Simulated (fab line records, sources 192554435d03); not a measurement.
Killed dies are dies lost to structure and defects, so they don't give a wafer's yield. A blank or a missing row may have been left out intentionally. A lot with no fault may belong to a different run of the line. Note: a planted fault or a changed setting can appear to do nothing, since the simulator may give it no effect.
A single fault, viewed from 2 desks ; flow n5-finfet ; what lay behind the numbers comes last; until then each desk has only its own

## THE METROLOGY DESK
Lot by lot, what the gauges showed, no matter which tool ran the lot: averages of those sampled wafers that carry a number. If a lot's mean is further than 4 standard deviations from the usual mean, the lot is out of limits and carries the mark OUT (the distance appears in the brackets). Readings shown: 7 out of 11 (the first out of limits, and those lying furthest out on some lot).
Columns: A = cd-nm at N5_BEOL_M0_SAQP_CD_MEAS_29, usual 15.02 nm; B = DIBL_N at N5_BEOL_M4_RC_MEAS_101, usual 36.5 mV/V; C = IOFF_N at N5_BEOL_M4_RC_MEAS_101, usual 0.17 nA/um; D = ION_N at N5_BEOL_M4_RC_MEAS_101, usual 676 uA/um; E = ION_P at N5_BEOL_M4_RC_MEAS_101, usual 462 uA/um; F = SS_P at N5_BEOL_M4_RC_MEAS_101, usual 73.4 mV/dec; G = VT_N at N5_BEOL_M4_RC_MEAS_101, usual 249 mV
lot;first seen here;A;B;C;D;E;F;G
L538;day 6 21:07;15.04;36.6;0.15;674;462;73.8;251
L540;day 7 03:37;14.92;38.6;0.20;683;466;73.9;246
L541;day 7 08:55;15.17;37.0;0.18;686;469;73.5;248
L544;day 8 08:35;14.91;37.5;0.19;684;460;74.1;244
L545;day 8 13:42;15.15;36.6;0.16;676;461;73.0;249
L549;day 9 14:07;15.15;34.9;0.14;669;455;73.0;251
L550;day 9 18:54;13.98 (-4.7) OUT;36.5;0.15;662;451;72.5;251
L552;day 10 03:46;12.86 (-9.8) OUT;33.9;0.12;661;460;72.8;256
L556;day 11 03:28;15.18;36.9;0.15;665;457;72.9;250
This desk finds L550, L552 out of limits, L550 being first, at day 9 18:54 (cd-nm at N5_BEOL_M0_SAQP_CD_MEAS_29). L538, L540, L541, L544, L545, L549, L556: within limits.

## FOR THE TOOL OWNER'S DESK: ald-sin-04
The tool's own readings at N5_BEOL_M0_SAQP_SPACER2_ALD_26 (deposits SiO2, target thk 15 nm, pulse time 1 s, purge time 2 s): means of the sampled wafers that have a number, for each lot that ran on this tool. If a lot's mean is further than 4 standard deviations from the usual mean, the lot is out of limits and carries the mark OUT (the distance appears in the brackets).
Columns: A = heater-power-w at N5_BEOL_M0_SAQP_SPACER2_ALD_26, usual 486 W; B = precursor-pulse-height-rel at N5_BEOL_M0_SAQP_SPACER2_ALD_26, usual 0.999
lot;first seen here;A;B
L540;day 7 02:52;491;1.009
L541;day 7 07:49;502;1.006
L549;day 9 13:19;494;1.011
L550;day 9 17:49;482;0.988
L552;day 10 02:50;473;0.984
Result from this desk: across the 5 lots, nothing is out of limits.

## BROUGHT TOGETHER
The metrology desk could have raised an alarm at day 9 18:54, on L550, L552.
The tool owner's desk saw nothing out of limits.
Tool owner's desk: L550, L552 on record, inside its limits.
On ald-sin-04, each named lot ran N5_BEOL_M0_SAQP_SPACER2_ALD_26.

## WHAT WAS PUT IN BY THE SIMULATOR
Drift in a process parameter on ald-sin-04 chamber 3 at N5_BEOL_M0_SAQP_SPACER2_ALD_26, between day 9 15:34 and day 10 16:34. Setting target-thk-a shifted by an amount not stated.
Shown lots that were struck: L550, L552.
Time in hours between the start of the fault and the first out-of-limits reading at each desk: metrology desk, 3.
